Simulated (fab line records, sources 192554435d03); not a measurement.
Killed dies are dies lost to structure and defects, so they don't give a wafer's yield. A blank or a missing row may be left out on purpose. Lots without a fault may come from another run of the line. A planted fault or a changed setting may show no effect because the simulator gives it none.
Chamber matching | flow n5_finfet | N5_DUMMY_GATE_ETCH_37 on rie_diel-02: 4 sister chambers
The step etches SOC in N2/H2, target depth 60 nm, overetch 30 nm. 22 wafers are shown with their chamber, then 11 later ones without.

WAFERS WITH THEIR CHAMBER
wafer  | chamber | throttle_valve_pct (%) | showerhead_plenum_p_Torr (Torr) | drypump_motor_current_A (A)
L076.2 | 2       | 18.18                  | 2.42                            | 5.7
L076.3 | 0       | 17.23                  | 2.60                            | 6.7
L076.4 | 3       | 17.65                  | 2.44                            | 5.8
L078.1 | 3       | 17.65                  | 2.44                            | 5.9
L078.4 | 2       | 18.18                  | 2.42                            | 5.7
L078.5 | 3       | 17.66                  | 2.44                            | 5.9
L080.1 | 1       | 17.98                  | 2.43                            | 5.8
L080.3 | 0       | 17.25                  | 2.60                            | 6.7
L080.4 | 2       | 18.20                  | 2.41                            | 5.7
L082.3 | 1       | 17.98                  | 2.43                            | 5.7
L082.4 | 0       | 17.26                  | 2.59                            | 6.7
L082.6 | 0       | 17.25                  | 2.59                            | 6.7
L085.1 | 3       | 17.69                  | 2.44                            | 5.9
L085.2 | 0       | 17.25                  | 2.59                            | 6.7
L085.6 | 0       | 17.26                  | 2.59                            | 6.7
L086.2 | 1       | 18.02                  | 2.42                            | 5.7
L086.5 | 1       | 18.02                  | 2.42                            | 5.8
L086.6 | 0       | 17.25                  | 2.59                            | 6.7
L087.2 | 0       | 17.26                  | 2.59                            | 6.7
L087.3 | 3       | 17.70                  | 2.44                            | 5.9
L087.6 | 3       | 17.70                  | 2.44                            | 5.9
L088.1 | 0       | 17.28                  | 2.59                            | 6.7

SIGNATURES (means of the wafers above)
reading                  | chamber 0 | chamber 1 | chamber 2 | chamber 3 | scatter within a chamber
throttle_valve_pct       | 17.2544   | 18.0000   | 18.1867   | 17.6750   | 0.0186
showerhead_plenum_p_Torr | 2.5922    | 2.4250    | 2.4167    | 2.4400    | 0.00423
drypump_motor_current_A  | 6.700     | 5.750     | 5.700     | 5.883     | 0.0319
Rule: a wafer's distance from a chamber is the root of the sum, over the readings, of the square of ((its reading less the chamber's mean) divided by the reading's scatter). The wafer belongs to the nearest chamber; if the next one is less than 2 further off, it can't be placed. The scatter: the root of (the sum of the squares of (reading less its chamber's mean) over the shown wafers, divided by (wafers less chambers)).

WAFERS WITHOUT THEIR CHAMBER
wafer  | throttle_valve_pct (%) | showerhead_plenum_p_Torr (Torr) | drypump_motor_current_A (A)
L088.2 | 18.00                  | 2.42                            | 5.7
L088.3 | 17.70                  | 2.43                            | 5.8
L092.1 | 17.27                  | 2.59                            | 6.7
L092.3 | 18.04                  | 2.42                            | 5.7
L092.4 | 18.24                  | 2.41                            | 5.7
L094.2 | 18.24                  | 2.40                            | 5.7
L094.3 | 17.30                  | 2.59                            | 6.7
L094.5 | 18.24                  | 2.40                            | 5.7
L097.2 | 18.04                  | 2.41                            | 5.7
L097.4 | 17.31                  | 2.58                            | 6.7
L097.5 | 17.72                  | 2.43                            | 5.9

WHICH CHAMBER EACH WENT THROUGH
wafer  | from the rows above | in truth
L088.2 | 1                   | 1
L088.3 | 3                   | 3
L092.1 | 0                   | 0
L092.3 | 1                   | 1
L092.4 | 2                   | 2
L094.2 | 2                   | 2
L094.3 | 0                   | 0
L094.5 | 2                   | 2
L097.2 | 1                   | 1
L097.4 | 0                   | 0
L097.5 | 3                   | 3
Placed correctly: 11 of 11. Can't be placed from these rows: 0. Placed wrongly: 0.
